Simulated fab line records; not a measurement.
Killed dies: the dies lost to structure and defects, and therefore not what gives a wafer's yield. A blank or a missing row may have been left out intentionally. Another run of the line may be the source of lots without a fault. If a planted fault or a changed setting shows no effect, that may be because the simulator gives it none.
Matching of chambers || flow nand harc || NHARC_A_BLC_STRIP_29 on rie diel-05 has 4 sister chambers
The step strips in CF4. 8 wafers are shown with their chamber, then 9 later ones without.

## WAFERS PAIRED WITH THEIR CHAMBERS
{"wafer": "L077.3", "chamber": 3, "showerhead plenum p Torr (Torr)": 1.80, "drypump motor current A (A)": 5.0}
{"wafer": "L080.3", "chamber": 1, "showerhead plenum p Torr (Torr)": 1.83, "drypump motor current A (A)": 5.5}
{"wafer": "L084.2", "chamber": 0, "showerhead plenum p Torr (Torr)": 1.71, "drypump motor current A (A)": 5.0}
{"wafer": "L084.3", "chamber": 3, "showerhead plenum p Torr (Torr)": 1.80, "drypump motor current A (A)": 4.9}
{"wafer": "L084.6", "chamber": 2, "showerhead plenum p Torr (Torr)": 1.88, "drypump motor current A (A)": 6.4}
{"wafer": "L091.1", "chamber": 0, "showerhead plenum p Torr (Torr)": 1.71, "drypump motor current A (A)": 5.0}
{"wafer": "L091.5", "chamber": 2, "showerhead plenum p Torr (Torr)": 1.87, "drypump motor current A (A)": 6.4}
{"wafer": "L091.6", "chamber": 1, "showerhead plenum p Torr (Torr)": 1.83, "drypump motor current A (A)": 5.5}

## WAFERS WITHOUT THEIR CHAMBER
{"wafer": "L090.2", "showerhead plenum p Torr (Torr)": 1.80, "drypump motor current A (A)": 5.0}
{"wafer": "L090.3", "showerhead plenum p Torr (Torr)": 1.87, "drypump motor current A (A)": 6.4}
{"wafer": "L090.5", "showerhead plenum p Torr (Torr)": 1.80, "drypump motor current A (A)": 5.0}
{"wafer": "L089.2", "showerhead plenum p Torr (Torr)": 1.87, "drypump motor current A (A)": 6.4}
{"wafer": "L089.3", "showerhead plenum p Torr (Torr)": 1.71, "drypump motor current A (A)": 5.0}
{"wafer": "L089.5", "showerhead plenum p Torr (Torr)": 1.80, "drypump motor current A (A)": 5.0}
{"wafer": "L095.3", "showerhead plenum p Torr (Torr)": 1.87, "drypump motor current A (A)": 6.4}
{"wafer": "L095.4", "showerhead plenum p Torr (Torr)": 1.82, "drypump motor current A (A)": 5.5}
{"wafer": "L095.6", "showerhead plenum p Torr (Torr)": 1.71, "drypump motor current A (A)": 5.0}

## EACH ONE'S CHAMBER
{"wafer": "L090.2", "from the rows above": 3, "in truth": 3}
{"wafer": "L090.3", "from the rows above": 2, "in truth": 2}
{"wafer": "L090.5", "from the rows above": 3, "in truth": 3}
{"wafer": "L089.2", "from the rows above": 2, "in truth": 2}
{"wafer": "L089.3", "from the rows above": 0, "in truth": 0}
{"wafer": "L089.5", "from the rows above": 3, "in truth": 3}
{"wafer": "L095.3", "from the rows above": 2, "in truth": 2}
{"wafer": "L095.4", "from the rows above": 1, "in truth": 1}
{"wafer": "L095.6", "from the rows above": 0, "in truth": 0}
Correctly placed: 9 of 9. Can't be placed from these rows: 0. Wrongly placed: 0.
How it was worked out, from the rows above alone: a wafer's distance from a chamber is the root of the sum, over the readings, of the square of ((its reading less the chamber's mean) divided by the reading's scatter). If the next closest chamber is less than 2 further off than the closest, the wafer can't be placed; otherwise it belongs to the closest. Each chamber's mean is taken over the wafers shown for it. The scatter: the root of (the sum of the squares of (reading less its chamber's mean) over the shown wafers, divided by (wafers less chambers)).
